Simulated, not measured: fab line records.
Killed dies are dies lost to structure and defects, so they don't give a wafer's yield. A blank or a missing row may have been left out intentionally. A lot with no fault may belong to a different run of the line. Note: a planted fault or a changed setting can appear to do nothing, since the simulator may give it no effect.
Matching of chambers	flow n5Finfet	4 sister chambers for N5_BEOL_M10_STRIP_36 on rieDiel-05
The step strips in N2/H2. 8 wafers are shown with their chamber, then 8 later ones without.

EACH WAFER AND ITS CHAMBER
wafer	chamber	throttleValvePct (%)	drypumpMotorCurrentA (A)
L079.4	1	23.0	5.82
L083.3	1	23.0	5.81
L089.2	3	23.9	5.97
L089.5	2	23.9	6.14
L090.2	3	23.9	5.91
L090.3	0	23.3	5.61
L090.4	2	24.0	6.14
L094.1	0	23.4	5.58

WAFERS WHOSE CHAMBER IS MISSING
wafer	throttleValvePct (%)	drypumpMotorCurrentA (A)
L094.2	24.0	5.90
L094.3	23.9	6.14
L097.1	23.4	5.60
L097.5	23.9	6.15
L097.6	23.1	5.83
L095.1	23.0	5.82
L095.4	23.9	6.16
L095.5	23.1	5.79

WHICH CHAMBER EACH WENT THROUGH
wafer	from the rows above	in truth
L094.2	3	3
L094.3	2	2
L097.1	0	0
L097.5	2	2
L097.6	1	1
L095.1	1	1
L095.4	2	2
L095.5	1	1
Correctly placed: 8 of 8. Can't be placed from these rows: 0. Placed wrongly: 0.
How it was worked out, from the rows above alone: a wafer's distance from a chamber is the root of the sum, over the readings, of the square of ((its reading less the chamber's mean) divided by the reading's scatter). The wafer belongs to the nearest chamber; if the next one is less than 2 further off, it can't be placed. Each chamber's mean is taken over the wafers shown for it. The scatter: take each reading less its chamber's mean, square it, sum over the shown wafers, divide by the number of wafers less the number of chambers, and take the root.
